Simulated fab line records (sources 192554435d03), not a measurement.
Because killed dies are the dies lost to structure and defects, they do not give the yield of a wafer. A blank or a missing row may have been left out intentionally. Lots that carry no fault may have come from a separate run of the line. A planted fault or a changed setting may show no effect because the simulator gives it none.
Matching of chambers	flow n5 finfet	4 sister chambers for N5_PMOS_HMC_CHANNEL_EPI_ETCH_38 on rie si-03
The step etches SiO2 in CF4, target depth 1.5 nm. 14 wafers are shown with their chamber, then 7 later ones without.

## WAFERS WITH THEIR CHAMBER
wafer	chamber	throttle valve pct (%)	drypump motor current A (A)	oes product au (a.u.)
L082.2	1	21.43	5.5	1.035
L082.4	0	21.36	5.6	1.006
L082.5	0	21.37	5.7	1.001
L083.3	1	21.43	5.5	1.026
L083.4	0	21.36	5.6	1.009
L083.5	1	21.42	5.5	1.010
L084.1	3	22.08	6.4	1.008
L084.5	1	21.42	5.5	1.030
L084.6	2	21.69	5.2	0.988
L085.2	3	22.08	6.4	1.014
L085.4	0	21.37	5.6	1.015
L085.5	2	21.68	5.2	0.986
L088.1	0	21.38	5.6	1.013
L088.4	0	21.39	5.6	1.013

SIGNATURES (means of the wafers above)
reading	chamber 0	chamber 1	chamber 2	chamber 3	scatter within a chamber
throttle valve pct	21.3717	21.4250	21.6850	22.0800	0.00913
drypump motor current A	5.617	5.500	5.200	6.400	0.0289
oes product au	1.00950	1.02525	0.98700	1.01100	0.00714
Rule: distance of a wafer from a chamber = root of the sum over the readings of ((wafer's reading minus chamber's mean) / reading's scatter) squared. If the next closest chamber is less than 2 further off than the closest, the wafer can't be placed; otherwise it belongs to the closest. How the scatter is found: for the shown wafers, subtract from each reading the mean of its chamber, square and add these, divide the total by (wafers less chambers), then take the root.

## WAFERS WITHOUT THEIR CHAMBER
wafer	throttle valve pct (%)	drypump motor current A (A)	oes product au (a.u.)
L088.5	21.43	5.5	1.023
L090.2	22.08	6.4	1.011
L090.3	21.41	5.5	1.027
L090.5	22.08	6.4	1.017
L092.1	21.36	5.6	1.016
L092.2	21.70	5.1	0.991
L092.3	22.07	6.4	1.008

## EACH ONE'S CHAMBER
wafer	from the rows above	in truth
L088.5	1	1
L090.2	3	3
L090.3	1	1
L090.5	3	3
L092.1	0	0
L092.2	2	2
L092.3	3	3
Placed correctly: 7 of 7. Can't be placed from these rows: 0. Number placed wrongly: 0.
